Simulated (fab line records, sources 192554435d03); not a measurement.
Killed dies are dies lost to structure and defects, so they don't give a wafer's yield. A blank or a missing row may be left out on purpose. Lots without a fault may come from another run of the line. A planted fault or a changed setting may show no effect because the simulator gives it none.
fab line records | flow n5_finfet
record lots=7 wafers=21
route steps=1938 shown BEOL_M12@1639 BEOL_M13@1685 BEOL_M15@1773
start_h: hours from the record's first day to the start of the lot's first wafer shown | wait_h: hours since the lot's step before | " the same as in the row above | L1.1+2: a row that stands for several wafers | - no value, or no start given | * or withheld: withheld | < > ~ a bound
route shown NAME@n: a module of which the file shows steps, and the number in the route of the first | usual: mean/standard deviation of fault-free wafers | same: alike in all rows | chamber/n: place in a boat | sites: the reading at each site | _std_site: their standard deviation | _edge_site: outer sites' mean less inner sites' | radius_mm: how far each site lies from the wafer's centre | mask NAME#n: copy n | behind: the tool/chamber that last shaped the wafer | hold: why the lot was held/for how many hours/how that ended | device: the transistor (n, p or np) that didn't switch | end of line: the same wafers' tests at the end of the route | a step without rows: its recipe alone | killed: dies lost to structure and defects at the first sort, not the wafer's yield | map: a wafer's dies, x killed, . not, _ none there
set.NAME: the setting as run; set.NAME@STEP: as run at that earlier step | model.NAME: the simulator's own value behind a step, which no gauge read
lots whose settings were changed on purpose; a table a step, a row a wafer
## steps
# step N5_BEOL_M12_TRENCH_ETCH_34
# recipe chemistry=C4F8/O2/Ar target=SiOC target_depth_a=3189.5 mask_material=SOC pressure_mtorr=30 source_w=3000 bias_w=700 Ar_flow_sccm=400 C4F8_flow_sccm=15 O2_flow_sccm=8 he_inner_torr=15 he_outer_torr=30 time_s=125.5 ion_energy_ev=250
# columns lot.wafer tool chamber start_h wait_h set.time_s model.etch.depth_nm
L074.2 rie_diel-02 2 237.51 0.0 125.5 320
L074.5 " 2 " " 125.5 324.2
L074.6 " 3 " " 125.5 330
L079.1 rie_diel-03 3 271.66 0.0 132.6 325.7
L079.2 " 1 " " 132.6 329.6
L079.6 " 3 " " 125.5 309.1
L080.1 rie_diel-02 3 292.31 0.0 125.5 325.9
L080.4 " 1 " " 125.5 323.7
L080.5 " 3 " " 125.5 325.8
L084.1 rie_diel-04 2 308.72 0.0 125.5 325.6
L084.3 " 3 " " 114.1 288.6
L084.6 " 3 " " 125.5 319.6
L087.4 rie_diel-03 2 312.80 0.0 97.95 250.1
L087.5 " 3 " " 125.5 308.6
L087.6 " 0 " " 125.5 320.5
L088.2 rie_diel-02 3 313.23 0.0 125.5 322.1
L088.4 " 2 " " 125.5 319.2
L088.5 " 3 " " 125.5 322
L091.1 rie_diel-03 1 346.21 0.0 99.7 248.1
L091.2 " 2 " " 125.5 315.8
L091.4 " 0 " " 125.5 318.3
# step N5_BEOL_M12_STRIP_70
# recipe chemistry=C4F8/O2/Ar resist=SiARC rf_frequency_hz=6e+07
# step N5_BEOL_M12_OCD_MEAS_35
# usual trench_depth_nm=320/5.5
# columns lot.wafer tool chamber start_h wait_h set.time_s@BEOL_M12_TRENCH_ETCH_34 trench_depth_nm
L074.2 ocd-01 - 237.67 0.0 125.5 320
L074.5 " - " " 125.5 324
L074.6 " - " " 125.5 331
L079.1 ocd-02 - 271.82 0.0 132.6 326
L079.2 " - " " 132.6 330
L079.6 " - " " 125.5 309
L080.1 ocd-02 - 292.46 0.0 125.5 326
L080.4 " - " " 125.5 323
L080.5 " - " " 125.5 326
L084.1 ocd-01 - 308.88 0.0 125.5 325
L084.3 " - " " 114.1 288
L084.6 " - " " 125.5 320
L087.4 ocd-02 - 312.96 0.0 97.95 250
L087.5 " - " " 125.5 309
L087.6 " - " " 125.5 320
L088.2 ocd-01 - 313.38 0.0 125.5 322
L088.4 " - " " 125.5 319
L088.5 " - " " 125.5 322
L091.1 ocd-01 - 346.36 0.0 99.7 248
L091.2 " - " " 125.5 316
L091.4 " - " " 125.5 318
# step N5_BEOL_M12_SPUTTER_44
# recipe material=Ta target_thk_a=100 temp_c=50 bias_v=80 power_w=15000 chamber_pressure_pa=0.07 time_s=16.13
# columns lot.wafer tool chamber start_h wait_h set.time_s model.Ta_of_BEOL_M12_SPUTTER_44.thk_nm
L074.2+5+6 pvd_sputter-01 - 240.65 0.0 16.13 10
L079.1 pvd_sputter-01 - 274.25 0.0 16.13 10
L079.2 " - " " 16.13 10.2
L079.6 " - " " 14.11 8.6
L080.1 pvd_sputter-02 - 297.30 0.0 16.13 9.8
L080.4 " - " " 14.72 9.2
L080.5 " - " " 14.72 9
L084.1 pvd_sputter-02 - 310.83 0.0 18.05 11.2
L084.3 " - " " 18.05 11
L084.6 " - " " 16.13 10
L087.4+5 pvd_sputter-01 - 315.36 0.0 16.13 10.2
L087.6 " - " " 16.13 10
L088.2 pvd_sputter-01 - 317.34 0.0 16.13 10.2
L088.4+5 " - " " 16.13 10
L091.1 pvd_sputter-02 - 346.87 0.0 16.13 9.8
L091.2+4 " - " " 16.13 10
# step N5_BEOL_M12_SPUTTER_45
# recipe material=Cu target_thk_a=800 temp_c=-20 bias_v=60 power_w=26000 chamber_pressure_pa=0.13 time_s=13.33
# step N5_BEOL_M12_ECD_47
# recipe material=Cu target_thk_a=7200
# step N5_BEOL_M12_ANNEAL_48
# recipe temp_c=225 time_s=90 ambient=N2
# step N5_BEOL_M12_CMP_49
# recipe stop_on=SiOC t_overpolish_s=20.6 down_force_psi=1 platen_rpm=50 clearing_platen_down_force_psi=1.5 clearing_platen_rpm=50 post_cmp_clean=cu_alkaline target_thk_nm=320 clearing_platen_pad_velocity_m_s=0.99484 pad_velocity_m_s=0.99484
# columns lot.wafer tool chamber start_h wait_h set.time_s@BEOL_M12_TRENCH_ETCH_34 model.Cu_of_BEOL_M12_ECD_47.thk_nm
L074.2 cmp-02 3 241.33 0.2 125.5 319
L074.6 " 2 " " 125.5 331.4
L074.5 " 3 " " 125.5 323.6
L079.1 cmp-02 0 275.84 0.3 132.6 325.4
L079.2 " 1 " " 132.6 331.4
L079.6 " 1 " " 125.5 313.8
L080.1 cmp-01 2 297.95 0.3 125.5 328.8
L080.4 " 1 " " 125.5 326.6
L080.5 " 2 " " 125.5 329.4
L084.1 cmp-01 0 311.83 0.4 125.5 325.4
L084.3 " 1 " " 114.1 289.4
L084.6 " 3 " " 125.5 319.6
L087.4 cmp-03 0 316.23 0.3 97.95 250.2
L087.5 " 2 " " 125.5 308.6
L087.6 " 3 " " 125.5 324.4
L088.2 cmp-01 2 318.10 0.2 125.5 322.6
L088.4 " 3 " " 125.5 319.8
L088.5 " 3 " " 125.5 322.2
L091.4 cmp-03 0 347.51 0.1 125.5 318.8
L091.2 " 2 " " 125.5 317
L091.1 " 3 " " 99.7 249.2
# step N5_BEOL_M12_THK_MEAS_50
# recipe thk_meas_gauge=xrf reads=Cu_of_BEOL_M12_ECD_47
# usual M12_THK=313/5.6
# columns lot.wafer tool chamber start_h wait_h set.time_s@BEOL_M12_TRENCH_ETCH_34 M12_THK[nm]
L074.2 film_metro-02 - 241.59 - 125.5 313
L074.5 " - " " 125.5 317
L074.6 " - " " 125.5 326
L079.1 film_metro-02 - 276.13 - 132.6 318
L079.2 " - " " 132.6 323
L079.6 " - " " 125.5 306
L080.1 film_metro-01 - 298.25 - 125.5 323
L080.4 " - " " 125.5 318
L080.5 " - " " 125.5 322
L084.1 film_metro-01 - 312.05 - 125.5 319
L084.3 " - " " 114.1 282
L084.6 " - " " 125.5 312
L087.4 film_metro-01 - 316.45 - 97.95 246
L087.5 " - " " 125.5 302
L087.6 " - " " 125.5 317
L088.2 film_metro-01 - 318.40 - 125.5 317
L088.4 " - " " 125.5 313
L088.5 " - " " 125.5 317
L091.1 film_metro-01 - 347.81 - 99.7 245
L091.2 " - " " 125.5 312
L091.4 " - " " 125.5 313
# step N5_BEOL_M12_PRE_CLEAN_52
# recipe gas=NH3 time_s=15 temp_c=withheld rf_power_w=300
# step N5_BEOL_M12_DEP_53
# recipe material=SiCN target_thk_a=300 temp_c=withheld precursor=3MS/NH3 pressure_torr=3 rf_w=675 time_s=10.5
# step N5_BEOL_M12_RS_MEAS_54
# recipe thk_meas_gauge=four-point-probe reads=Cu_of_BEOL_M12_ECD_47+Ta_of_BEOL_M12_SPUTTER_44+TaN_of_BEOL_M12_SPUTTER_43
# usual M12_RS=0.0600/0.0012
# columns lot.wafer tool chamber start_h wait_h set.time_s@BEOL_M12_TRENCH_ETCH_34 M12_RS[ohm/sq]
L074.2 film_metro-01 - 241.71 0.0 125.5 0.0603
L074.5 " - " " 125.5 0.0594
L074.6 " - " " 125.5 0.0580
L079.1 film_metro-01 - 276.26 0.0 132.6 0.0591
L079.2 " - " " 132.6 0.0579
L079.6 " - " " 125.5 0.0614
L080.1 film_metro-02 - 298.38 0.1 125.5 0.0584
L080.4 " - " " 125.5 0.0586
L080.5 " - " " 125.5 0.0582
L084.1 film_metro-01 - 312.18 0.0 125.5 0.0590
L084.3 " - " " 114.1 0.0667
L084.6 " - " " 125.5 0.0603
L087.4 film_metro-01 - 316.58 0.0 97.95 0.0777
L087.5 " - " " 125.5 0.0626
L087.6 " - " " 125.5 0.0593
L088.2 film_metro-02 - 318.53 0.0 125.5 0.0594
L088.4 " - " " 125.5 0.0600
L088.5 " - " " 125.5 0.0597
L091.1 film_metro-02 - 347.93 0.0 99.7 0.0780
L091.2 " - " " 125.5 0.0607
L091.4 " - " " 125.5 0.0603
# step N5_BEOL_M13_EXPOSE_25
# recipe mask_id=M13 na=0.93 source_shape=conventional sigma_outer=0.4 polarization=unpolarized target_cd_nm=210 dose_mj=22
# columns lot.wafer tool chamber start_h wait_h mask set.dose_mj
L074.2+5+6 krf_scanner-02 0 243.01 - M13#0 22
L079.1+2+6 krf_scanner-01 0 277.70 - M13#0 22
L080.1+5 krf_scanner-02 0 299.79 - M13#0 22
L080.4 " 0 " " M13#0 21.32
L084.1+6 krf_scanner-01 0 313.48 - M13#0 21.17
L084.3 " 0 " " M13#0 22
L087.4+5 krf_scanner-01 0 318.17 - M13#0 22
L087.6 " 0 " " M13#0 20.97
L088.2+4+5 krf_scanner-01 0 319.82 - M13#0 22
L091.1+2 krf_scanner-01 0 349.46 - M13#0 22.64
L091.4 " 0 " " M13#0 22
# step N5_BEOL_M13_PEB_26
# recipe peb_temp_c=130 peb_time_s=90
# step N5_BEOL_M13_DEVELOP_27
# recipe develop_time_s=45 rinse_liquid=diw dry=air_spin dev_temp_c=21
# step N5_BEOL_M13_HARDBAKE_32
# recipe temp_c=130 time_s=120
# step N5_BEOL_M13_CD_MEAS_28
# recipe target_cd_nm=209.5 landing_energy_ev=500 detector=se_inlens
# usual cd_nm=208.6/1.2
# columns lot.wafer tool chamber start_h wait_h set.dose_mj@BEOL_M13_EXPOSE_25 cd_nm
L074.2 cd_sem-03 0 243.18 - 22 209.3
L074.5 " 0 " " 22 210.1
L074.6 " 0 " " 22 207.5
L079.1 cd_sem-01 0 277.87 - 22 208.3
L079.2 " 0 " " 22 207.1
L079.6 " 0 " " 22 208.7
L080.1 cd_sem-01 0 299.97 - 22 206.1
L080.4 " 0 " " 21.32 202.6
L080.5 " 0 " " 22 204.9
L084.1 cd_sem-01 0 313.65 - 21.17 205.3
L084.3 " 0 " " 22 208.3
L084.6 " 0 " " 21.17 204.4
L087.4 cd_sem-03 0 318.33 - 22 210.3
L087.5 " 0 " " 22 210.6
L087.6 " 0 " " 20.97 205.7
L088.2 cd_sem-02 0 319.99 - 22 211.0
L088.4 " 0 " " 22 209.4
L088.5 " 0 " " 22 209.8
L091.1 cd_sem-03 0 349.63 - 22.64 209.9
L091.2 " 0 " " 22.64 210.3
L091.4 " 0 " " 22 209.0
# step N5_BEOL_M15_ILD_DEP_00
# recipe material=SiO2 target_thk_a=16293 temp_c=400 precursor=TEOS/O2 pressure_torr=6.5 rf_w=900 teos_flow_sccm=161.4 gas=O2 flow_sccm=2650 time_s=346.1
# columns lot.wafer tool chamber start_h wait_h set.temp_c model.SiO2_of_BEOL_M15_ILD_DEP_00.thk_nm
L074.2 pecvd-02 1 253.80 0.0 400 1626
L074.5 " 0 " " 400 1651
L074.6 " 2 " " 395.8 1657
L079.1 pecvd-03 0 287.49 0.0 400 1595
L079.2 " 2 " " 407.5 1515
L079.6 " 0 " " 407.5 1532
L080.1 pecvd-04 0 309.63 0.0 400 1630
L080.4 " 0 " " 400 1652
L080.5 " 2 " " 400 1658
L084.1 pecvd-02 2 322.34 0.0 400 1594
L084.3 " 0 " " 405.4 1528
L084.6 " 2 " " 405.4 1548
L087.4 pecvd-03 0 331.45 0.1 403.6 1573
L087.5 " 1 " " 403.6 1591
L087.6 " 2 " " 400 1627
L088.2 pecvd-02 2 333.36 0.0 400 1595
L088.4 " 1 " " 400 1617
L088.5 " 0 " " 400 1609
L091.1 pecvd-04 2 357.94 0.0 400 1628
L091.2 " 0 " " 405.5 1553
L091.4 " 0 " " 400 1644
# step N5_BEOL_M15_THK_MEAS_01
# recipe reads=SiO2_of_BEOL_M15_ILD_DEP_00
# usual M15_ILD_THK=1621/24
# columns lot.wafer tool chamber start_h wait_h set.temp_c@BEOL_M15_ILD_DEP_00 M15_ILD_THK[nm]
L074.2 film_metro-01 - 254.05 0.1 400 1626
L074.5 " - " " 400 1650
L074.6 " - " " 395.8 1658
L079.1 film_metro-02 - 287.74 0.1 400 1596
L079.2 " - " " 407.5 1515
L079.6 " - " " 407.5 1533
L080.1 film_metro-01 - 309.88 0.1 400 1629
L080.4 " - " " 400 1651
L080.5 " - " " 400 1659
L084.1 film_metro-02 - 322.59 0.1 400 1593
L084.3 " - " " 405.4 1528
L084.6 " - " " 405.4 1549
L087.4 film_metro-02 - 331.59 0.0 403.6 1573
L087.5 " - " " 403.6 1591
L087.6 " - " " 400 1627
L088.2 film_metro-02 - 333.61 0.1 400 1595
L088.4 " - " " 400 1618
L088.5 " - " " 400 1609
L091.1 film_metro-01 - 358.29 0.2 400 1628
L091.2 " - " " 405.5 1553
L091.4 " - " " 400 1643
# step N5_BEOL_M15_COAT_04
# recipe spin_rpm=1704 resist_thk_nm=800
# columns lot.wafer tool chamber start_h wait_h set.spin_rpm model.coat_of_BEOL_M15_COAT_04.thk_nm
L074.2 litho_track-02 0 - - 1704 801.2
L074.5 " 0 " " 1704 800.8
L074.6 " 0 " " 1639 814.8
L079.1 litho_track-05 0 - - 1811 778.6
L079.2 " 0 " " 1704 803.2
L079.6 " 0 " " 1704 803.8
L080.1 litho_track-02 0 - - 1894 760.8
L080.4 " 0 " " 1704 803.8
L080.5 " 0 " " 1704 802.8
L084.1 litho_track-01 0 - - 1704 802.8
L084.3 " 0 " " 1704 800.8
L084.6 " 0 " " 1704 804.4
L087.4 litho_track-01 0 - - 1637 815.2
L087.5 " 0 " " 1704 800.2
L087.6 " 0 " " 1704 801.2
L088.2 litho_track-01 0 - - 1704 800.8
L088.4 " 0 " " 1704 799.4
L088.5 " 0 " " 1704 799.6
L091.1 litho_track-02 0 - - 1704 802.2
L091.2 " 0 " " 1704 804
L091.4 " 0 " " 1704 805.4
# step N5_BEOL_M15_EBR_06
# recipe solvent=PGMEA ebr_width_mm=1.5
# step N5_BEOL_M15_SOFTBAKE_05
# recipe temp_c=130 time_s=60
# step N5_BEOL_M15_DESCUM_15
# recipe chemistry=O2 time_s=7.9 source_power_w=50 bias_power_w=20 pressure_mtorr=20 rf_frequency_hz=2.712e+07 temp_c=40 o2_flow_sccm=225
# step N5_BEOL_M15_ETCH_59
# recipe chemistry=N2/H2 target=BARC target_depth_a=890 overetch_a=267 time_s=67.9 ion_energy_ev=200 pressure_mtorr=30 source_w=840 bias_w=150 n2_flow_sccm=200 h2_flow_sccm=200
# columns lot.wafer tool chamber start_h wait_h set.spin_rpm@BEOL_M15_COAT_04 model.coat_of_BEOL_M15_COAT_04.thk_nm
L074.2 rie_diel-06 2 254.60 0.0 1704 719.8
L074.5 " 2 " " 1704 719.6
L074.6 " 1 " " 1639 733.8
L079.1 rie_diel-01 3 288.30 0.0 1811 697.6
L079.2 " 2 " " 1704 720.8
L079.6 " 0 " " 1704 723.2
L080.1 rie_diel-06 1 310.30 0.0 1894 679.8
L080.4 " 0 " " 1704 724.6
L080.5 " 0 " " 1704 723.4
L084.1 rie_diel-05 1 323.24 0.0 1704 719.8
L084.3 " 2 " " 1704 717.8
L084.6 " 1 " " 1704 721.2
L087.4 rie_diel-05 1 332.02 0.0 1637 732.4
L087.5 " 3 " " 1704 716
L087.6 " 2 " " 1704 718.4
L088.2 rie_diel-01 0 334.24 0.0 1704 720.6
L088.4 " 1 " " 1704 716.4
L088.5 " 0 " " 1704 719.2
L091.1 rie_diel-05 0 358.85 0.0 1704 719.2
L091.2 " 2 " " 1704 720
L091.4 " 3 " " 1704 720.4
# step N5_BEOL_M15_VIA_ETCH_16
# recipe chemistry=C4F8/O2/Ar target=SiO2 he_inner_torr=15 he_outer_torr=30 target_depth_a=17922 time_s=withheld ion_energy_ev=800 pressure_mtorr=20 source_w=1905 bias_w=2040 Ar_flow_sccm=400 C4F8_flow_sccm=16 O2_flow_sccm=12 ends=cleared
# columns lot.wafer tool chamber start_h wait_h set.temp_c@BEOL_M15_ILD_DEP_00 set.spin_rpm@BEOL_M15_COAT_04 model.etch.depth_nm model.coat_of_BEOL_M15_COAT_04.thk_nm
L074.2 rie_diel-06 2 254.65 0.0 400 1704 1626 334.2
L074.5 " 2 " " 400 1704 1651 328
L074.6 " 1 " " 395.8 1639 1657 345.4
L079.1 rie_diel-01 3 288.35 0.0 400 1811 1595 330.2
L079.2 " 2 " " 407.5 1704 1515 356.4
L079.6 " 0 " " 407.5 1704 1532 350.6
L080.1 rie_diel-06 1 310.36 0.0 400 1894 1630 297.6
L080.4 " 0 " " 400 1704 1652 344.2
L080.5 " 0 " " 400 1704 1658 341.4
L084.1 rie_diel-05 1 323.29 0.0 400 1704 1594 337.2
L084.3 " 2 " " 405.4 1704 1528 354.6
L084.6 " 1 " " 405.4 1704 1548 349.6
L087.4 rie_diel-05 1 332.07 0.0 403.6 1637 1573 354.6
L087.5 " 3 " " 403.6 1704 1591 333.4
L087.6 " 2 " " 400 1704 1627 331.6
L088.2 rie_diel-01 0 334.29 0.0 400 1704 1595 332.8
L088.4 " 1 " " 400 1704 1617 327
L088.5 " 0 " " 400 1704 1609 328.2
L091.1 rie_diel-05 0 358.90 0.0 400 1704 1628 331.6
L091.2 " 2 " " 405.5 1704 1553 350.6
L091.4 " 3 " " 400 1704 1644 325.4
## key
split step=N5_BEOL_M12_TRENCH_ETCH_34 setting=time_s stated=125.5 by=wafer
response step=N5_BEOL_M12_TRENCH_ETCH_34 reading=model.etch.depth_nm change=+3.18 per=1% r=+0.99
response step=N5_BEOL_M12_OCD_MEAS_35 reading=trench_depth_nm change=+3.18 per=1% r=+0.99
response step=N5_BEOL_M12_CMP_49 reading=model.Cu_of_BEOL_M12_ECD_47.thk_nm change=+3.19 per=1% r=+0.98
response step=N5_BEOL_M12_THK_MEAS_50 reading=M12_THK change=+3.11 per=1% r=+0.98
response step=N5_BEOL_M12_RS_MEAS_54 reading=M12_RS change=-0.000795 per=1% r=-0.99
split step=N5_BEOL_M12_SPUTTER_44 setting=time_s stated=16.13 by=wafer
response step=N5_BEOL_M12_SPUTTER_44 reading=model.Ta_of_BEOL_M12_SPUTTER_44.thk_nm change=+0.101 per=1% r=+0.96
split step=N5_BEOL_M13_EXPOSE_25 setting=dose_mj stated=22 by=wafer
response step=N5_BEOL_M13_CD_MEAS_28 reading=cd_nm change=+0.875 per=1% r=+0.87
split step=N5_BEOL_M15_ILD_DEP_00 setting=temp_c stated=400 by=wafer
response step=N5_BEOL_M15_ILD_DEP_00 reading=model.SiO2_of_BEOL_M15_ILD_DEP_00.thk_nm change=-41.8 per=1% r=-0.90
response step=N5_BEOL_M15_THK_MEAS_01 reading=M15_ILD_THK change=-41.8 per=1% r=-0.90
response step=N5_BEOL_M15_VIA_ETCH_16 reading=model.etch.depth_nm change=-41.7 per=1% r=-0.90
split step=N5_BEOL_M15_COAT_04 setting=spin_rpm stated=1704 by=wafer
response step=N5_BEOL_M15_COAT_04 reading=model.coat_of_BEOL_M15_COAT_04.thk_nm change=-3.82 per=1% r=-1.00
response step=N5_BEOL_M15_ETCH_59 reading=model.coat_of_BEOL_M15_COAT_04.thk_nm change=-3.92 per=1% r=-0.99
response step=N5_BEOL_M15_VIA_ETCH_16 reading=model.coat_of_BEOL_M15_COAT_04.thk_nm change=-4.09 per=1% r=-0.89
